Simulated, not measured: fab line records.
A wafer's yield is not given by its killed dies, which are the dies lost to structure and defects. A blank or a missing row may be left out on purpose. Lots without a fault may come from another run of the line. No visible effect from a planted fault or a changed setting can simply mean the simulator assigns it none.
A lot that was struck, set against a sound lot ; flow n5 finfet ; 42 steps out of a route of 1938
Sound: wafers L913.1, L913.4, L913.6. Struck: wafer L902.2. (L902.1, L902.6 of the same lot were not struck and are left out.) The cause comes at the end.
Per side, at each step with rows, come the tool, then ch with its chambers, and then its first start. Under that, the readings that differ: sound wafers ; struck wafers ; difference of the means ; sigmas: that difference in standard deviations of wafers without a fault.
alike: readings whose means differ by less than 2 such deviations, and words and numbers that are the same on both sides. not compared: withheld readings, readings that some wafer has no value for, bounds like >300 that may hide the same value, and numbers for which the record gives no deviation and whose values overlap.
The two part at a step that has a row with sigmas, a row that says differs or no value, or rows on one side only. Numbers that have no deviation but don't overlap get no sigmas and don't part them. A reading that every wafer of one side lacks parts them only if that side has two wafers or more.

first, 1 step without rows for these wafers: N5_BEOL_M5_STRIP_91 (strips in N2/H2, time 10 s).
N5_BEOL_M5_OCD_MEAS_38:
  struck on ocd-02, day 9 18:25; sound on ocd-01, day 12 01:58
reading;sound;struck;difference;sigmas
trench depth nm (nm);70.7 68.5 70.6;72.5;+2.6;+2
then, 4 steps without rows for these wafers: N5_BEOL_M5_HM_STRIP_39 (strips TiN in peroxide tin strip, target depth 25 nm, time 158 s); N5_BEOL_M5_SRD_40 (time 30 s); N5_BEOL_M5_PRECLEAN_42 (cleans in residue remover, time 60 s); N5_BEOL_M5_SRD_43 (time 30 s).
N5_BEOL_M5_CD_MEAS_35: target cd 28 nm, target cd y 24 nm.
  struck on cd sem-02, day 9 18:34; sound on cd sem-02, day 12 02:07
  alike: cd nm
then, 5 steps without rows for these wafers: N5_BEOL_M5_CURE_80 (cures SiCOH lowk, time 120 s); N5_BEOL_M5_DEGAS_44 (time 60 s); N5_BEOL_M5_PRE_CLEAN_45 (time 30 s); N5_BEOL_M5_ALD_86 (deposits TaN, pulse time 2 s, purge time 3 s, co reactant purge time 2 s); N5_BEOL_M5_SURFACE_TREAT_87.
N5_BEOL_M5_CVD_47: deposits Co from CCTBA/H2, target thk 3 nm, time 216 s.
  sound on cvd co-02 ch 0,1,2, day 12 03:29; struck on cvd co-01 ch 0,1, day 9 19:29
then, 1 step without rows for these wafers: N5_BEOL_M5_SPUTTER_48 (material Cu, target thk 15 nm, time 27.62 s).
N5_BEOL_M5_ANNEAL_49: time 1800 s.
  struck on pvd sputter-02, day 9 19:44; sound on pvd sputter-03, day 12 03:52
reading;sound;struck;difference;sigmas
heater power w (W);870 839 809;959;+120;+2
N5_BEOL_M5_SPUTTER_81: material Cu, target thk 15 nm, time 27.62 s.
  struck on pvd sputter-02, day 9 20:45; sound on pvd sputter-03, day 12 04:52
  alike: throttle valve pct
then, 1 step without rows for these wafers: N5_BEOL_M5_ANNEAL_82 (time 1800 s).
N5_BEOL_M5_SPUTTER_83: material Cu, target thk 15 nm, time 27.62 s.
  struck on pvd sputter-02, day 9 21:50; sound on pvd sputter-03, day 12 05:58
  alike: throttle valve pct
then, 7 steps without rows for these wafers: N5_BEOL_M5_ANNEAL_84 (time 1800 s); N5_BEOL_M5_SPUTTER_88 (material Cu, target thk 15 nm, time 27.62 s); N5_BEOL_M5_ANNEAL_89 (time 1800 s); N5_BEOL_M5_SPUTTER_90 (material Cu, target thk 4.5 nm, time 8.29 s); N5_BEOL_M5_ECD_50 (material Cu, target thk 300 nm); N5_BEOL_M5_ANNEAL_51 (time 90 s); N5_BEOL_M5_CMP_52 (polishes, stops on SiCOH lowk, t overpolish 6.9 s, target thk 62 nm).
N5_BEOL_M5_THK_MEAS_53: measures by xrf.
  struck on film metro-01, day 10 00:53; sound on film metro-02, day 12 08:56
  alike: M5_THK
N5_BEOL_M5_PRE_CLEAN_77: time 15 s.
  sound on cvd co-02 ch 0,1, day 12 08:58; struck on cvd co-01 ch 1, day 10 00:55
  alike: heater power w
then, 3 steps without rows for these wafers: N5_BEOL_M5_CO_CAP_78 (material Co, precursor CCTBA/H2, target thk 2 nm, time 102.1 s); N5_BEOL_M5_PRE_CLEAN_55 (time 15 s); N5_BEOL_M5_DEP_56 (deposits SiCN from 3MS/NH3, target thk 8 nm, time 14 s).
N5_BEOL_M5_RS_MEAS_57: uses a four-point probe to measure.
  struck on film metro-01, day 10 01:08; sound on film metro-01, day 12 09:11
  alike: M5_RS
then, 1 step without rows for these wafers: N5_BEOL_M6_ILD_DEP_00 (deposits SiCOH lowk from DEMS/porogen, target thk 179.75 nm, time 33.4 s).
N5_BEOL_M6_CURE_74: cures SiCOH lowk, time 240 s.
  sound on uv cure-03 ch 1, day 12 09:19; struck on uv cure-03 ch 0, day 10 01:17
  alike: lamp power pct, wafer_temp_C_max
N5_BEOL_M6_THK_MEAS_01:
  struck on film metro-01, day 10 01:48; sound on film metro-01, day 12 10:19
reading;sound;struck;difference;sigmas
M6_ILD_THK (nm);152.5 156.7 158.9;150.4;-5.6;-3
then, 7 steps without rows for these wafers: N5_BEOL_M6_PECVD_70 (deposits SiO2 from TEOS/O2, target thk 20 nm, time 22.7 s); N5_BEOL_M6_HM_DEP_02 (deposits TiN, target thk 20 nm); N5_BEOL_M6_COAT_59 (time 60 s, resist thk 100 nm); N5_BEOL_M6_COAT_60 (time 60 s, resist thk 35 nm); N5_BEOL_M6_COAT_05 (resist thk 90 nm); N5_BEOL_M6_EBR_07; N5_BEOL_M6_SOFTBAKE_06 (time 60 s).
-- a jump in the record: the struck wafers' starts before and after are 4 days apart (it breaks off in module BEOL_M6 and resumes in module PASSIVATION, where the first step shown is number 1936 of the route) --
N5_PASSIVATION_PROBE_49:
  rows exist in the record for the struck wafers here (prober-01, day 13 21:19), but not for the sound ones

## WHERE THEY PART
Last at N5_PASSIVATION_PROBE_49 as far as this record goes, first at N5_BEOL_M5_OCD_MEAS_38.

WHY: what the simulator had put in
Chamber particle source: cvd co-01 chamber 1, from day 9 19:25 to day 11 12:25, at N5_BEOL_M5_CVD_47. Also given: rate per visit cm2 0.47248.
